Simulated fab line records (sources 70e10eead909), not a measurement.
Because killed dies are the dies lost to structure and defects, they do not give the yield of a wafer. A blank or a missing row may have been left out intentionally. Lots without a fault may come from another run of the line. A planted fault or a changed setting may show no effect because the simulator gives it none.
Chamber matching / flow nand harc / NHARC_P_STI_DESCUM_14 on rie diel-09: 4 sister chambers
The step chemistry O2, time 3 s. 14 wafers are shown with their chamber, then 7 later ones without.

WAFERS PAIRED WITH THEIR CHAMBERS
wafer=L075.1; chamber=2; drypump motor current A (A)=5.5; rf vpp V (V)=58.1; oes product au (a.u.)=0.996
wafer=L075.4; chamber=3; drypump motor current A (A)=5.1; rf vpp V (V)=58.6; oes product au (a.u.)=0.992
wafer=L075.5; chamber=2; drypump motor current A (A)=5.5; rf vpp V (V)=58.4; oes product au (a.u.)=1.000
wafer=L076.2; chamber=2; drypump motor current A (A)=5.6; rf vpp V (V)=57.7; oes product au (a.u.)=1.001
wafer=L076.4; chamber=0; drypump motor current A (A)=5.6; rf vpp V (V)=58.4; oes product au (a.u.)=0.999
wafer=L076.6; chamber=3; drypump motor current A (A)=5.0; rf vpp V (V)=57.9; oes product au (a.u.)=0.990
wafer=L078.3; chamber=0; drypump motor current A (A)=5.6; rf vpp V (V)=57.3; oes product au (a.u.)=1.014
wafer=L078.4; chamber=3; drypump motor current A (A)=5.1; rf vpp V (V)=57.6; oes product au (a.u.)=0.996
wafer=L078.6; chamber=3; drypump motor current A (A)=5.1; rf vpp V (V)=57.0; oes product au (a.u.)=0.996
wafer=L088.2; chamber=0; drypump motor current A (A)=5.6; rf vpp V (V)=57.2; oes product au (a.u.)=1.003
wafer=L088.4; chamber=2; drypump motor current A (A)=5.6; rf vpp V (V)=58.1; oes product au (a.u.)=0.999
wafer=L088.5; chamber=0; drypump motor current A (A)=5.6; rf vpp V (V)=58.1; oes product au (a.u.)=1.012
wafer=L090.1; chamber=3; drypump motor current A (A)=5.1; rf vpp V (V)=58.4; oes product au (a.u.)=0.992
wafer=L090.3; chamber=1; drypump motor current A (A)=5.3; rf vpp V (V)=56.2; oes product au (a.u.)=0.994

SIGNATURES (averages over the wafers above)
reading=drypump motor current A; chamber 0=5.600; chamber 1=5.300; chamber 2=5.550; chamber 3=5.080; scatter within a chamber=0.0424
reading=rf vpp V; chamber 0=57.750; chamber 1=56.200; chamber 2=58.075; chamber 3=57.900; scatter within a chamber=0.542
reading=oes product au; chamber 0=1.00700; chamber 1=0.99400; chamber 2=0.99900; chamber 3=0.99320; scatter within a chamber=0.00444
Rule: a wafer lies at a distance from a chamber equal to the root of the sum of squares, over the readings, of (its reading less the chamber's mean, divided by the reading's scatter). If the next closest chamber is less than 2 further off than the closest, the wafer can't be placed; otherwise it belongs to the closest. How the scatter is found: for the shown wafers, subtract from each reading the mean of its chamber, square and add these, divide the total by (wafers less chambers), then take the root.

WAFERS WITHOUT THEIR CHAMBER
wafer=L090.6; drypump motor current A (A)=5.1; rf vpp V (V)=57.5; oes product au (a.u.)=1.006
wafer=L091.2; drypump motor current A (A)=5.3; rf vpp V (V)=57.0; oes product au (a.u.)=0.990
wafer=L091.3; drypump motor current A (A)=5.5; rf vpp V (V)=57.1; oes product au (a.u.)=1.012
wafer=L091.4; drypump motor current A (A)=5.0; rf vpp V (V)=57.7; oes product au (a.u.)=0.994
wafer=L095.1; drypump motor current A (A)=5.1; rf vpp V (V)=58.5; oes product au (a.u.)=0.986
wafer=L095.2; drypump motor current A (A)=5.3; rf vpp V (V)=57.9; oes product au (a.u.)=0.988
wafer=L095.4; drypump motor current A (A)=5.1; rf vpp V (V)=55.9; oes product au (a.u.)=0.994

THE CHAMBER EACH PASSED THROUGH
wafer=L090.6; from the rows above=3; in truth=3
wafer=L091.2; from the rows above=1; in truth=1
wafer=L091.3; from the rows above=can't be placed: 0 or 2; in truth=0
wafer=L091.4; from the rows above=3; in truth=3
wafer=L095.1; from the rows above=3; in truth=3
wafer=L095.2; from the rows above=can't be placed: 1 or 3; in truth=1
wafer=L095.4; from the rows above=can't be placed: 3 or 1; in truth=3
Placed correctly: 4 of 7. These rows do not allow placing 3 (true chamber among the candidates in 3). Number placed wrongly: 0.
